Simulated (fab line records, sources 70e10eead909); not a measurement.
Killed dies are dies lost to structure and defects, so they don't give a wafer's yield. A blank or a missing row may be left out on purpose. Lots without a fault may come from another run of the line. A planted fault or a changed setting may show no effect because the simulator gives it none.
A struck lot beside a sound one | flow nand_harc | 14 steps out of a route of 1159
Sound: wafers L654.1, L654.3, L654.4. Struck: wafers L668.1, L668.3, L668.6. The cause comes at the end.
At each step with rows: each side's tool, then ch and its chambers, then its first start. Under that, the readings that differ: sound wafers | struck wafers | difference of the means | sigmas: that difference in standard deviations of wafers without a fault.
alike: readings whose means differ by less than 2 such deviations, and words and numbers that are the same on both sides. not compared: withheld readings, readings that some wafer has no value for, bounds like >300 that may hide the same value, and numbers for which the record gives no deviation and whose values overlap.
The two part at a step that has a row with sigmas, a row that says differs or no value, or rows on one side only. Numbers that don't overlap but have no deviation are shown without sigmas and don't part them. A reading that every wafer of one side lacks parts them only if that side has two wafers or more.

NHARC_A_BLC_INSPECT_12:
  sound on defect_inspect-01, day 19 11:14; struck on defect_inspect-02, day 23 01:32
  alike: raw_defect_count
NHARC_A_BLC_DESCUM_15: chemistry O2, time 3 s.
  sound on rie_diel-04 ch 0,1,3, day 19 11:19; struck on rie_diel-02 ch 1,2,3, day 23 01:35
  alike: drypump_motor_current_A, oes_product_au, rf_vpp_V, showerhead_plenum_p_Torr, throttle_valve_pct
  not compared: rf_hours_counter_h
then, 1 step without rows for these wafers: NHARC_A_BLC_ETCH_16 (etches the open film in CF4, target depth 39 nm, time 65 s).
NHARC_A_BLC_ETCH_17: etches the open film in N2/H2, target depth 390 nm, time 609.38 s.
  sound on rie_diel-04 ch 0,2,3; struck on rie_diel-02 ch 0,3
  reading                | sound                | struck               | difference | sigmas
  throttle_valve_pct (%) | 14.184 14.177 14.177 | 14.156 14.152 14.173 | -0.019     | -2
  alike: drypump_motor_current_A, oes_product_au, rf_vpp_V, showerhead_plenum_p_Torr
  not compared: rf_hours_counter_h
NHARC_A_BLC_ETCH_18: etches the open film in C4F8/O2/Ar, target depth 910 nm.
  sound on rie_diel-04 ch 0,1,3; struck on rie_diel-02 ch 0,1,2
  alike: oes_product_au, rf_vpp_V
  not compared: rf_hours_counter_h
NHARC_A_BLC_CD_MEAS_19:
  sound on cd_sem-01, day 19 12:16; struck on cd_sem-01, day 23 02:34
  alike: cd_nm
NHARC_A_BLC_STRIP_29: strips in CF4.
  sound on rie_diel-04 ch 0,2,3, day 19 12:22; struck on rie_diel-02 ch 1,2, day 23 02:38
  alike: drypump_motor_current_A, oes_product_au, rf_vpp_V, showerhead_plenum_p_Torr, throttle_valve_pct
  not compared: rf_hours_counter_h
then, 5 steps without rows for these wafers: NHARC_A_BLC_STRIP_21 (strips in O2); NHARC_A_BLC_STRIP_22 (strips in post etch residue remover, time 600 s); NHARC_A_BLC_DEGAS_30 (time 60 s); NHARC_A_BLC_PRE_CLEAN_31 (time 15 s); NHARC_A_BLC_PVD_32 (deposits Ti, target thk 5 nm, time 17.7 s).
NHARC_A_BLC_ALD_23: deposits TiN, target thk 3 nm, pulse time 1 s, ald cycles 150.
  sound on ald_metal-03 ch 1,2,3, day 19 13:07; struck on ald_metal-03 ch 1,2, day 23 03:25
  reading    | sound       | struck   | difference | sigmas
  ald_cycles | 150 150 150 | 73 73 73 | -77        |
  alike: heater_power_outer_w, heater_power_w, precursor_pulse_height_rel
NHARC_A_BLC_CVD_24: deposits W, target thk 150 nm, time 434 s.
  sound on cvd_w-02 ch 0,1; struck on cvd_w-02 ch 0,1
  alike: chamber_pressure_Torr, heater_power_outer_w, heater_power_w, throttle_valve_pct

WHERE THEY PART
Only at NHARC_A_BLC_ETCH_17, within this record. Later steps at which nothing parts them and some readings are alike: NHARC_A_BLC_ETCH_18, NHARC_A_BLC_CD_MEAS_19, NHARC_A_BLC_STRIP_29, NHARC_A_BLC_ALD_23, NHARC_A_BLC_CVD_24.

WHY: what the simulator had put in
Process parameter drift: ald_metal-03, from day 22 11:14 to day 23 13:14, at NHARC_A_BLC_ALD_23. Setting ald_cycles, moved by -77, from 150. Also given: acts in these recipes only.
